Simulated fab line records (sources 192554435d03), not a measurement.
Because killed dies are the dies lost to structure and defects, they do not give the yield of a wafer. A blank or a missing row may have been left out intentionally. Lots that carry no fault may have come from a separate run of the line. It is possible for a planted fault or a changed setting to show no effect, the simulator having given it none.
Chamber matching || flow n5Finfet || 4 sister chambers for N5_MOL_CONTACT_COAG_ALD_20 on aldMetal-01
The step deposits TiN, target thk 1.5 nm, pulse time 1 s, purge time 3 s. 24 wafers are shown with their chamber, then 12 later ones without.

## WAFERS, EACH WITH ITS CHAMBER
{"wafer": "L074.2", "chamber": 0, "heaterPowerW (W)": 1094, "chamberPressureTorr (Torr)": 2.994, "precursorPulseHeightRel": 0.995}
{"wafer": "L074.4", "chamber": 3, "heaterPowerW (W)": 822, "chamberPressureTorr (Torr)": 3.006, "precursorPulseHeightRel": 1.008}
{"wafer": "L074.5", "chamber": 3, "heaterPowerW (W)": 834, "chamberPressureTorr (Torr)": 3.005, "precursorPulseHeightRel": 0.988}
{"wafer": "L077.1", "chamber": 2, "heaterPowerW (W)": 847, "chamberPressureTorr (Torr)": 3.012, "precursorPulseHeightRel": 0.990}
{"wafer": "L077.4", "chamber": 1, "heaterPowerW (W)": 952, "chamberPressureTorr (Torr)": 3.002, "precursorPulseHeightRel": 1.010}
{"wafer": "L077.6", "chamber": 3, "heaterPowerW (W)": 821, "chamberPressureTorr (Torr)": 2.998, "precursorPulseHeightRel": 0.995}
{"wafer": "L079.1", "chamber": 2, "heaterPowerW (W)": 871, "chamberPressureTorr (Torr)": 3.007, "precursorPulseHeightRel": 1.034}
{"wafer": "L079.2", "chamber": 1, "heaterPowerW (W)": 953, "chamberPressureTorr (Torr)": 3.003, "precursorPulseHeightRel": 0.994}
{"wafer": "L079.3", "chamber": 0, "heaterPowerW (W)": 1074, "chamberPressureTorr (Torr)": 2.997, "precursorPulseHeightRel": 0.967}
{"wafer": "L081.1", "chamber": 2, "heaterPowerW (W)": 851, "chamberPressureTorr (Torr)": 2.998, "precursorPulseHeightRel": 0.960}
{"wafer": "L081.5", "chamber": 2, "heaterPowerW (W)": 876, "chamberPressureTorr (Torr)": 3.003, "precursorPulseHeightRel": 1.004}
{"wafer": "L081.6", "chamber": 1, "heaterPowerW (W)": 913, "chamberPressureTorr (Torr)": 2.990, "precursorPulseHeightRel": 0.993}
{"wafer": "L083.2", "chamber": 2, "heaterPowerW (W)": 859, "chamberPressureTorr (Torr)": 3.003, "precursorPulseHeightRel": 0.972}
{"wafer": "L083.3", "chamber": 1, "heaterPowerW (W)": 959, "chamberPressureTorr (Torr)": 3.005, "precursorPulseHeightRel": 1.001}
{"wafer": "L083.4", "chamber": 3, "heaterPowerW (W)": 841, "chamberPressureTorr (Torr)": 2.993, "precursorPulseHeightRel": 1.009}
{"wafer": "L084.1", "chamber": 1, "heaterPowerW (W)": 977, "chamberPressureTorr (Torr)": 2.996, "precursorPulseHeightRel": 0.967}
{"wafer": "L084.2", "chamber": 3, "heaterPowerW (W)": 812, "chamberPressureTorr (Torr)": 3.006, "precursorPulseHeightRel": 1.014}
{"wafer": "L084.3", "chamber": 0, "heaterPowerW (W)": 1072, "chamberPressureTorr (Torr)": 3.003, "precursorPulseHeightRel": 1.013}
{"wafer": "L086.1", "chamber": 0, "heaterPowerW (W)": 1061, "chamberPressureTorr (Torr)": 2.989, "precursorPulseHeightRel": 1.000}
{"wafer": "L086.3", "chamber": 3, "heaterPowerW (W)": 792, "chamberPressureTorr (Torr)": 3.006, "precursorPulseHeightRel": 1.001}
{"wafer": "L086.5", "chamber": 2, "heaterPowerW (W)": 864, "chamberPressureTorr (Torr)": 2.998, "precursorPulseHeightRel": 0.986}
{"wafer": "L089.1", "chamber": 1, "heaterPowerW (W)": 950, "chamberPressureTorr (Torr)": 3.002, "precursorPulseHeightRel": 1.049}
{"wafer": "L089.4", "chamber": 3, "heaterPowerW (W)": 818, "chamberPressureTorr (Torr)": 3.003, "precursorPulseHeightRel": 1.014}
{"wafer": "L089.6", "chamber": 3, "heaterPowerW (W)": 826, "chamberPressureTorr (Torr)": 2.994, "precursorPulseHeightRel": 0.995}

SIGNATURES, as means of the wafers listed above
{"reading": "heaterPowerW", "chamber 0": 1075.25, "chamber 1": 950.67, "chamber 2": 861.33, "chamber 3": 820.75, "scatter within a chamber": 15.7}
{"reading": "chamberPressureTorr", "chamber 0": 2.99575, "chamber 1": 2.99967, "chamber 2": 3.00350, "chamber 3": 3.00137, "scatter within a chamber": 0.00557}
{"reading": "precursorPulseHeightRel", "chamber 0": 0.99375, "chamber 1": 1.00233, "chamber 2": 0.99100, "chamber 3": 1.00300, "scatter within a chamber": 0.021}
Rule: a wafer lies at a distance from a chamber equal to the root of the sum of squares, over the readings, of (its reading less the chamber's mean, divided by the reading's scatter). The wafer belongs to the nearest chamber; if the next one is less than 2 further off, it can't be placed. The scatter is the square root of a quotient: the sum, over the shown wafers, of each reading's squared deviation from its chamber's mean, divided by wafers minus chambers.

## WAFERS MISSING THEIR CHAMBER
{"wafer": "L090.1", "heaterPowerW (W)": 1090, "chamberPressureTorr (Torr)": 3.003, "precursorPulseHeightRel": 0.980}
{"wafer": "L090.2", "heaterPowerW (W)": 830, "chamberPressureTorr (Torr)": 2.999, "precursorPulseHeightRel": 1.036}
{"wafer": "L090.3", "heaterPowerW (W)": 827, "chamberPressureTorr (Torr)": 2.992, "precursorPulseHeightRel": 1.002}
{"wafer": "L093.3", "heaterPowerW (W)": 807, "chamberPressureTorr (Torr)": 2.998, "precursorPulseHeightRel": 1.009}
{"wafer": "L093.4", "heaterPowerW (W)": 1060, "chamberPressureTorr (Torr)": 3.000, "precursorPulseHeightRel": 0.958}
{"wafer": "L093.5", "heaterPowerW (W)": 857, "chamberPressureTorr (Torr)": 3.004, "precursorPulseHeightRel": 1.038}
{"wafer": "L095.1", "heaterPowerW (W)": 857, "chamberPressureTorr (Torr)": 2.996, "precursorPulseHeightRel": 1.025}
{"wafer": "L095.2", "heaterPowerW (W)": 806, "chamberPressureTorr (Torr)": 2.996, "precursorPulseHeightRel": 1.027}
{"wafer": "L095.5", "heaterPowerW (W)": 1054, "chamberPressureTorr (Torr)": 2.990, "precursorPulseHeightRel": 1.017}
{"wafer": "L096.1", "heaterPowerW (W)": 840, "chamberPressureTorr (Torr)": 3.007, "precursorPulseHeightRel": 1.008}
{"wafer": "L096.2", "heaterPowerW (W)": 866, "chamberPressureTorr (Torr)": 3.010, "precursorPulseHeightRel": 0.951}
{"wafer": "L096.6", "heaterPowerW (W)": 971, "chamberPressureTorr (Torr)": 2.997, "precursorPulseHeightRel": 1.002}

## WHICH CHAMBER EACH ONE RAN IN
{"wafer": "L090.1", "from the rows above": 0, "in truth": 0}
{"wafer": "L090.2", "from the rows above": "can't be placed: 3 or 2", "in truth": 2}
{"wafer": "L090.3", "from the rows above": "can't be placed: 3 or 2", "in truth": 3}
{"wafer": "L093.3", "from the rows above": 3, "in truth": 3}
{"wafer": "L093.4", "from the rows above": 0, "in truth": 0}
{"wafer": "L093.5", "from the rows above": "can't be placed: 2 or 3", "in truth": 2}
{"wafer": "L095.1", "from the rows above": "can't be placed: 2 or 3", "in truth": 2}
{"wafer": "L095.2", "from the rows above": 3, "in truth": 3}
{"wafer": "L095.5", "from the rows above": 0, "in truth": 0}
{"wafer": "L096.1", "from the rows above": "can't be placed: 3 or 2", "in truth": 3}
{"wafer": "L096.2", "from the rows above": "can't be placed: 2 or 3", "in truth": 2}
{"wafer": "L096.6", "from the rows above": 1, "in truth": 1}
Correct placement for 6 of the 12. From these rows, 6 cannot be placed; in 6 the true chamber is one of the candidates. Wrongly placed: 0.
